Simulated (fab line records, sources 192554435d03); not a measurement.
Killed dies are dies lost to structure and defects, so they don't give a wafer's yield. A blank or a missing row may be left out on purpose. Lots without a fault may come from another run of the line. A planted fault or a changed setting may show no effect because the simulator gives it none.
A struck lot beside a sound one | flow n5_finfet | 15 steps out of a route of 1938
Sound: wafers L281.1, L281.3, L281.6. Struck: wafers L268.2, L268.4. (L268.3 of the same lot was not struck and is left out.) The cause comes at the end.
At each step with rows: each side's tool, then ch and its chambers, then its first start. Under that, the readings that differ: sound wafers | struck wafers | difference of the means | sigmas: that difference in standard deviations of wafers without a fault.
alike: readings whose means differ by less than 2 such deviations, and words and numbers that are the same on both sides. not compared: withheld readings, readings that some wafer has no value for, bounds like >300 that may hide the same value, and numbers for which the record gives no deviation and whose values overlap.
The two part at a step that has a row with sigmas, a row that says differs or no value, or rows on one side only. Numbers that don't overlap but have no deviation are shown without sigmas and don't part them. A reading that every wafer of one side lacks parts them only if that side has two wafers or more.

first, 1 step without rows for these wafers: N5_BEOL_M0_SAQP_STRIP_80 (strips in N2/H2).
N5_BEOL_M0_SAQP_HM_OPEN_112: chemistry CHF3/O2, target SiO2, stops on a-Si, target depth 12 nm, time 13.5 s.
  sound on rie_diel-01 ch 0,1,3, day 10 00:08; struck on rie_diel-01 ch 1,2, day 6 11:37
  alike: drypump_motor_current_A, oes_product_au, rf_vpp_V, showerhead_plenum_p_Torr, throttle_valve_pct
  not compared: rf_hours_counter_h
then, 2 steps without rows for these wafers: N5_BEOL_M0_SAQP_STRIP_113 (strips in CHF3/O2); N5_BEOL_M0_SAQP_MANDREL_ETCH_20 (etches a-Si in HBr/Cl2, stops on SiNx, target depth 60 nm, bt time 10 s, time 30 s).
N5_BEOL_M0_SAQP_STRIP_86: strips in N2/H2.
  sound on rie_diel-04 ch 0,3, day 10 00:19; struck on rie_diel-04 ch 0,1, day 6 11:47
  alike: bias_power_w, drypump_motor_current_A, oes_product_au, rf_vpp_V, showerhead_plenum_p_Torr, temp_c, throttle_valve_pct
  not compared: rf_hours_counter_h
then, 3 steps without rows for these wafers: N5_BEOL_M0_SAQP_STRIP_115 (strips in post etch residue remover, time 60 s); N5_BEOL_M0_SAQP_SRD_93 (time 30 s); N5_BEOL_M0_SAQP_RECESS_114 (chemistry HF/NH3, target SiO2, target depth 14.4 nm, afs cycles 3, sublimation time 60 s).
N5_BEOL_M0_SAQP_SPACER1_ALD_98: deposits SiO2, target thk 12.8 nm, pulse time 1 s, purge time 2 s.
  sound on ald_sin-04 ch 0,2,3, day 10 00:56; struck on ald_sin-02 ch 0,2, day 6 13:10
  alike: heater_power_w, precursor_pulse_height_rel
N5_BEOL_M0_SAQP_SPACER1_ETCHBACK_99: etches SiO2 in CHF3/O2, target depth 15.4 nm, time 7.7 s.
  sound on rie_diel-04 ch 1,2, day 10 01:25; struck on rie_diel-01 ch 0,2, day 6 13:38
  alike: drypump_motor_current_A, oes_product_au, rf_vpp_V, showerhead_plenum_p_Torr, throttle_valve_pct
  not compared: rf_hours_counter_h
then, 1 step without rows for these wafers: N5_BEOL_M0_SAQP_MANDREL1_REMOVE_100 (chemistry HBr/Cl2/O2, target a-Si, stops on SiNx, bt time 10 s).
N5_BEOL_M0_SAQP_CD_MEAS_25: target cd 13.1 nm.
  sound on cd_sem-03 ch 0, day 10 01:36; struck on cd_sem-03 ch 0, day 6 13:50
  alike: cd_nm
N5_BEOL_M0_SAQP_ETCH_101: etches SiNx in CH3F/O2, target depth 29.9 nm, time 42.7 s.
  sound on rie_diel-04 ch 0,2,3, day 10 01:44; struck on rie_diel-01 ch 0,2, day 6 13:52
  reading                  | sound            | struck     | difference | sigmas
  model.etch.depth_nm (nm) | 29.72 29.75 29.8 | 38.22 39.2 | +8.95      |
  alike: drypump_motor_current_A, oes_product_au, rf_vpp_V, showerhead_plenum_p_Torr, throttle_valve_pct
  not compared: rf_hours_counter_h
N5_BEOL_M0_SAQP_ETCH_102: etches SiO2 in CF4, target depth 4 nm, time 4.4 s.
  sound on rie_si-02 ch 0,3, day 10 01:50; struck on rie_si-03 ch 0,1, day 6 13:59
  alike: drypump_motor_current_A, he_backside_leak_sccm, oes_product_au, throttle_valve_pct
  not compared: rf_hours_counter_h
-- the record jumps here: 5 days lie between the struck wafers' starts before and after (it left off in module BEOL_M0_SAQP and takes up again in module BEOL_M4, whose first step shown is number 1111 of the route) --
N5_BEOL_M4_RC_MEAS_101:
  sound on prober-01 ch 0, day 13 09:32; struck on prober-02 ch 0, day 11 03:17
  reading        | sound             | struck      | difference | sigmas
  DIBL_N (mV/V)  | 35.4 38.3 37.1    | 32.6 34.6   | -3.3       | -3
  IOFF_N (nA/um) | 0.154 0.190 0.167 | 0.103 0.135 | -0.051     | -3
  ION_N (uA/um)  | 676 677 686       | 651 658     | -25        | -3
  VT_N (mV)      | 246.4 249.8 247.8 | 256.5 253.8 | +7.2       | +3
  alike: DIBL_P, IOFF_P, ION_P, SS_N, SS_P, VT_P

WHERE THEY PART
Only at N5_BEOL_M4_RC_MEAS_101, within this record.

WHY: what the simulator had put in
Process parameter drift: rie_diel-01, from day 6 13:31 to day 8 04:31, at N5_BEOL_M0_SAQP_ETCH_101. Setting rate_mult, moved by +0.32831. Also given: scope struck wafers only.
